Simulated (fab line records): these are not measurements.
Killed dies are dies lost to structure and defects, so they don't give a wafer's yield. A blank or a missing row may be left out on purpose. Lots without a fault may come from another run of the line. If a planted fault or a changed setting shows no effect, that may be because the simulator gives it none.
Split-lot study / flow n5_finfet / on a route of 1938 steps: 7 lots, 21 wafers read

## SPLIT DETAILS
At N5_BEOL_M2_EXPOSE_08 (exposes mask M2), the setting dose_mj was moved away from the recipe's 41.25 on 7 of the 21 wafers read, by -6.6% to +6.7%. This setting was run at the recipe's value on the other wafers.

## FROM THE SPLIT TO THE READING: what the file shows between them, 16 steps
- N5_BEOL_M2_PEB_09: peb time 60 s
- N5_BEOL_M2_DEVELOP_10: develop time 30 s
- N5_BEOL_M2_CD_MEAS_11: target cd 16.79 nm
- N5_BEOL_M2_DESCUM_16: chemistry O2, time 7 s
- N5_BEOL_M2_ETCH_74: etches underlayer in N2/H2, target depth 6.5 nm, time 5.2 s
- N5_BEOL_M2_ETCH_63: etches SiARC in CF4, target depth 15.6 nm, time 26 s
- N5_BEOL_M2_ETCH_64: etches SOC in N2/H2, target depth 75 nm, overetch 22.5 nm, time 121.9 s
- N5_BEOL_M2_HM_OPEN_17: chemistry Cl2/BCl3, target TiN, target depth 20 nm, overetch 6 nm
- N5_BEOL_M2_STRIP_19: strips in O2
- N5_BEOL_M2_CD_MEAS_18: pitch 36 nm, target cd 18 nm
- N5_BEOL_M2_ALD_98: deposits SiO2, target thk 2.5 nm, pulse time 1 s, co reactant pulse time 1 s (also split here: ald_cycles)
- N5_BEOL_M2_ETCHBACK_99: etches SiO2 in CHF3, target depth 5 nm, time 10.4 s (also split here: time_s)
- N5_BEOL_M2_ETCH_70: etches SOC in N2/H2, target depth 80 nm, overetch 24 nm, time 130 s
- N5_BEOL_M2_STRIP_71: strips in N2/H2
- N5_BEOL_M2_PRECLEAN_42: cleans in residue remover, time 60 s
- N5_BEOL_M2_SRD_43: time 30 s

## THE READING
cd_nm, in nm, at N5_BEOL_M2_CD_MEAS_35 (target cd 18 nm, target cd y 22.2 nm). On this fab line, fault-free wafers typically give 17.9 nm with a standard deviation of 0.43 nm.

wafer=L077.3; tool, chamber at the split=euv_scanner-02, 0; dose_mj as run=41.25; against the recipe=recipe; cd_nm, nm=17.8; against lot-mates on the recipe=-
wafer=L077.5; tool, chamber at the split=euv_scanner-02, 0; dose_mj as run=41.25; against the recipe=recipe; cd_nm, nm=17.4; against lot-mates on the recipe=-
wafer=L077.6; tool, chamber at the split=euv_scanner-02, 0; dose_mj as run=44.01; against the recipe=+6.7%; cd_nm, nm=19.0; against lot-mates on the recipe=+1.4
wafer=L079.1; tool, chamber at the split=euv_scanner-01, 0; dose_mj as run=41.25; against the recipe=recipe; cd_nm, nm=17.8; against lot-mates on the recipe=-
wafer=L079.2; tool, chamber at the split=euv_scanner-01, 0; dose_mj as run=41.25; against the recipe=recipe; cd_nm, nm=18.1; against lot-mates on the recipe=-
wafer=L079.4; tool, chamber at the split=euv_scanner-01, 0; dose_mj as run=39.41; against the recipe=-4.5%; cd_nm, nm=17.3; against lot-mates on the recipe=-0.7
wafer=L084.2; tool, chamber at the split=euv_scanner-01, 0; dose_mj as run=41.25; against the recipe=recipe; cd_nm, nm=18.2; against lot-mates on the recipe=-
wafer=L084.4; tool, chamber at the split=euv_scanner-01, 0; dose_mj as run=41.25; against the recipe=recipe; cd_nm, nm=17.6; against lot-mates on the recipe=-
wafer=L084.6; tool, chamber at the split=euv_scanner-01, 0; dose_mj as run=41.25; against the recipe=recipe; cd_nm, nm=18.1; against lot-mates on the recipe=-
wafer=L087.1; tool, chamber at the split=euv_scanner-01, 0; dose_mj as run=41.25; against the recipe=recipe; cd_nm, nm=18.4; against lot-mates on the recipe=-
wafer=L087.4; tool, chamber at the split=euv_scanner-01, 0; dose_mj as run=41.25; against the recipe=recipe; cd_nm, nm=17.8; against lot-mates on the recipe=-
wafer=L087.6; tool, chamber at the split=euv_scanner-01, 0; dose_mj as run=41.25; against the recipe=recipe; cd_nm, nm=17.9; against lot-mates on the recipe=-
wafer=L089.1; tool, chamber at the split=euv_scanner-01, 0; dose_mj as run=43.15; against the recipe=+4.6%; cd_nm, nm=18.6; against lot-mates on the recipe=+1.0
wafer=L089.4; tool, chamber at the split=euv_scanner-01, 0; dose_mj as run=41.25; against the recipe=recipe; cd_nm, nm=17.4; against lot-mates on the recipe=-
wafer=L089.5; tool, chamber at the split=euv_scanner-01, 0; dose_mj as run=41.25; against the recipe=recipe; cd_nm, nm=17.8; against lot-mates on the recipe=-
wafer=L091.3; tool, chamber at the split=euv_scanner-02, 0; dose_mj as run=41.25; against the recipe=recipe; cd_nm, nm=17.8; against lot-mates on the recipe=-
wafer=L091.4; tool, chamber at the split=euv_scanner-02, 0; dose_mj as run=39.43; against the recipe=-4.4%; cd_nm, nm=16.6; against lot-mates on the recipe=-1.2
wafer=L091.6; tool, chamber at the split=euv_scanner-02, 0; dose_mj as run=39.43; against the recipe=-4.4%; cd_nm, nm=16.6; against lot-mates on the recipe=-1.2
wafer=L097.2; tool, chamber at the split=euv_scanner-01, 0; dose_mj as run=41.25; against the recipe=recipe; cd_nm, nm=17.9; against lot-mates on the recipe=-
wafer=L097.4; tool, chamber at the split=euv_scanner-01, 0; dose_mj as run=38.53; against the recipe=-6.6%; cd_nm, nm=16.6; against lot-mates on the recipe=-1.3
wafer=L097.6; tool, chamber at the split=euv_scanner-01, 0; dose_mj as run=38.53; against the recipe=-6.6%; cd_nm, nm=16.4; against lot-mates on the recipe=-1.5

FIT RESULTS
A straight line over all 21 wafers: cd_nm changes by +0.198 nm for each +1% of dose_mj; r = +0.92; the points scatter about the line by 0.28 nm.
The same after taking each lot's own level away (the mean of its wafers on the recipe; 21 wafers): +0.216 nm for each +1%; r = +0.96; scatter 0.21 nm.
According to that fit, moving dose_mj by its largest amount changes the reading by 1.4 nm.
From 17.60 to 18.03 nm: that is the span of the lots' own levels, equal to 1.0 times the standard deviation above.
The two slopes agree, so the slope changes little with the lot-to-lot level.
Check: with one of the wafers moved furthest among these (+6.7%) left out of the fit, the line predicts +1.46 nm for it against its lot-mates. It came out at +1.4 nm against them.

## OTHER SPLITS ON THESE WAFERS
Before the reading, these wafers also passed through other splits. Each is held against what the fit with the lots' levels taken away leaves over:
other split on the same wafers=N5_BEOL_M0_SAQP_SPACER1_ALD_98 ald_cycles; wafers away from the commonest value=6; r with cd_nm (lot level and that fit taken away)=-0.04
other split on the same wafers=N5_BEOL_M0_SAQP_ETCH_106 target_depth_a; wafers away from the commonest value=5; r with cd_nm (lot level and that fit taken away)=-0.40
other split on the same wafers=N5_BEOL_M2_ALD_98 ald_cycles; wafers away from the commonest value=4; r with cd_nm (lot level and that fit taken away)=+0.10
other split on the same wafers=N5_BEOL_M2_ETCHBACK_99 time_s; wafers away from the commonest value=5; r with cd_nm (lot level and that fit taken away)=-0.16

## THE WHOLE CHAIN: every reading that the file lists as answering this split, in the file's order
step=N5_BEOL_M2_CD_MEAS_11; what it does=target cd 16.79 nm; reading=cd_nm; change (the file's fit)=+0.157 nm for each +1% of the setting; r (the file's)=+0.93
step=N5_BEOL_M2_ETCH_74; what it does=etches underlayer in N2/H2, target depth 6.5 nm, time 5.2 s; reading=BEOL_M2.cd_offset_nm (the simulator's own value, which no gauge read); change (the file's fit)=+0.19 nm for each +1% of the setting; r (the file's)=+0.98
step=N5_BEOL_M2_CD_MEAS_18; what it does=pitch 36 nm, target cd 18 nm; reading=cd_nm; change (the file's fit)=+0.182 nm for each +1% of the setting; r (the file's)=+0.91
step=N5_BEOL_M2_CD_MEAS_35; what it does=target cd 18 nm, target cd y 22.2 nm; reading=cd_nm; change (the file's fit)=+0.21 nm for each +1% of the setting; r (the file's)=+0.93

## FILE'S OWN FIT
cd_nm changes by +0.21 nm for each +1% of dose_mj, r = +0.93.
